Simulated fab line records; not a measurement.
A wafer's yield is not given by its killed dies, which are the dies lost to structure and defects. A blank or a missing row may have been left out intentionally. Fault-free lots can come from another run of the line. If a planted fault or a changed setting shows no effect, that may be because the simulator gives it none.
Chamber matching | flow n5 finfet | N5_BEOL_M4_ETCH_64 on rie diel-02 has 4 sister chambers
The step etches SOC in N2/H2, target depth 75 nm, overetch 22.5 nm, time 121.9 s. 14 wafers are shown with their chamber, then 7 later ones without.

## WAFERS WITH THEIR CHAMBER
wafer  | chamber | showerhead plenum p Torr (Torr) | drypump motor current A (A) | oes product au (a.u.)
L076.2 | 3       | 2.65                            | 5.4                         | 0.58
L076.3 | 1       | 2.49                            | 5.1                         | 0.65
L076.5 | 1       | 2.49                            | 5.1                         | 0.65
L080.1 | 2       | 2.49                            | 5.1                         | 0.67
L080.2 | 0       | 2.53                            | 5.4                         | 0.56
L080.3 | 1       | 2.48                            | 5.0                         | 0.63
L080.4 | 3       | 2.65                            | 5.4                         | 0.58
L080.5 | 2       | 2.49                            | 5.1                         | 0.67
L080.6 | 1       | 2.48                            | 5.1                         | 0.64
L082.1 | 2       | 2.49                            | 5.1                         | 0.67
L082.3 | 0       | 2.53                            | 5.4                         | 0.55
L082.5 | 2       | 2.49                            | 5.1                         | 0.67
L083.1 | 3       | 2.64                            | 5.4                         | 0.58
L083.3 | 2       | 2.49                            | 5.1                         | 0.67

SIGNATURES, as means of the wafers listed above
reading                  | chamber 0 | chamber 1 | chamber 2 | chamber 3 | scatter within a chamber
showerhead plenum p Torr | 2.5300    | 2.4850    | 2.4900    | 2.6467    | 0.00408
drypump motor current A  | 5.400     | 5.075     | 5.100     | 5.400     | 0.0274
oes product au           | 0.5550    | 0.6425    | 0.6700    | 0.5800    | 0.0057
Rule: for each reading, subtract the chamber's mean from the wafer's reading, divide by that reading's scatter and square the result; add these up over the readings and take the root, which gives the wafer's distance from the chamber. If the next closest chamber is less than 2 further off than the closest, the wafer can't be placed; otherwise it belongs to the closest. The scatter: the root of (the sum of the squares of (reading less its chamber's mean) over the shown wafers, divided by (wafers less chambers)).

## WAFERS WITHOUT THEIR CHAMBER
wafer  | showerhead plenum p Torr (Torr) | drypump motor current A (A) | oes product au (a.u.)
L083.4 | 2.48                            | 5.0                         | 0.64
L094.1 | 2.52                            | 5.4                         | 0.54
L094.5 | 2.64                            | 5.4                         | 0.56
L094.6 | 2.48                            | 5.2                         | 0.64
L095.2 | 2.52                            | 5.4                         | 0.54
L095.3 | 2.48                            | 5.1                         | 0.65
L095.4 | 2.47                            | 5.1                         | 0.62

## EACH ONE'S CHAMBER
wafer  | from the rows above | in truth
L083.4 | 1                   | 1
L094.1 | 0                   | 0
L094.5 | 3                   | 3
L094.6 | 1                   | 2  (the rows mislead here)
L095.2 | 0                   | 0
L095.3 | 1                   | 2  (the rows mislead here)
L095.4 | 1                   | 1
5 of 7 placed correctly. Not placeable from these rows: 0. Wrongly placed: 2.
